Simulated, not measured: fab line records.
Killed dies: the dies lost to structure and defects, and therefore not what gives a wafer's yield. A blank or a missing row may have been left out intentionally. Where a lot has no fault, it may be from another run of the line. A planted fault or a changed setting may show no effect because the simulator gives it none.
Matching of chambers | flow n5 finfet | 4 sister chambers for N5_BEOL_M7_ETCH_72 on rie diel-03
The step etches underlayer in N2/H2, target depth 6.5 nm, time 5.2 s. 8 wafers are shown with their chamber, then 7 later ones without.

== WAFERS, EACH WITH ITS CHAMBER ==
wafer  | chamber | showerhead plenum p Torr (Torr) | drypump motor current A (A)
L076.5 | 2       | 2.42                            | 5.1
L077.2 | 2       | 2.42                            | 5.1
L077.5 | 0       | 2.55                            | 5.9
L078.1 | 1       | 2.50                            | 6.1
L078.3 | 0       | 2.54                            | 5.9
L078.6 | 3       | 2.61                            | 5.5
L079.3 | 1       | 2.50                            | 6.1
L079.5 | 3       | 2.61                            | 5.4

== WAFERS WITH NO CHAMBER GIVEN ==
wafer  | showerhead plenum p Torr (Torr) | drypump motor current A (A)
L079.6 | 2.41                            | 5.1
L085.2 | 2.50                            | 6.2
L085.3 | 2.54                            | 5.9
L085.6 | 2.54                            | 5.9
L090.1 | 2.49                            | 6.1
L090.4 | 2.54                            | 5.9
L090.6 | 2.41                            | 5.1

== CHAMBER TAKEN BY EACH ==
wafer  | from the rows above | in truth
L079.6 | 2                   | 2
L085.2 | 1                   | 1
L085.3 | 0                   | 0
L085.6 | 0                   | 0
L090.1 | 1                   | 1
L090.4 | 0                   | 0
L090.6 | 2                   | 2
7 of 7 placed correctly. Can't be placed from these rows: 0. Wrongly placed: 0.
How it was worked out, from the rows above alone: a wafer's distance from a chamber is the root of the sum, over the readings, of the square of ((its reading less the chamber's mean) divided by the reading's scatter). If the next closest chamber is less than 2 further off than the closest, the wafer can't be placed; otherwise it belongs to the closest. The mean given for a chamber averages the wafers shown for that chamber. The scatter: the root of (the sum of the squares of (reading less its chamber's mean) over the shown wafers, divided by (wafers less chambers)).
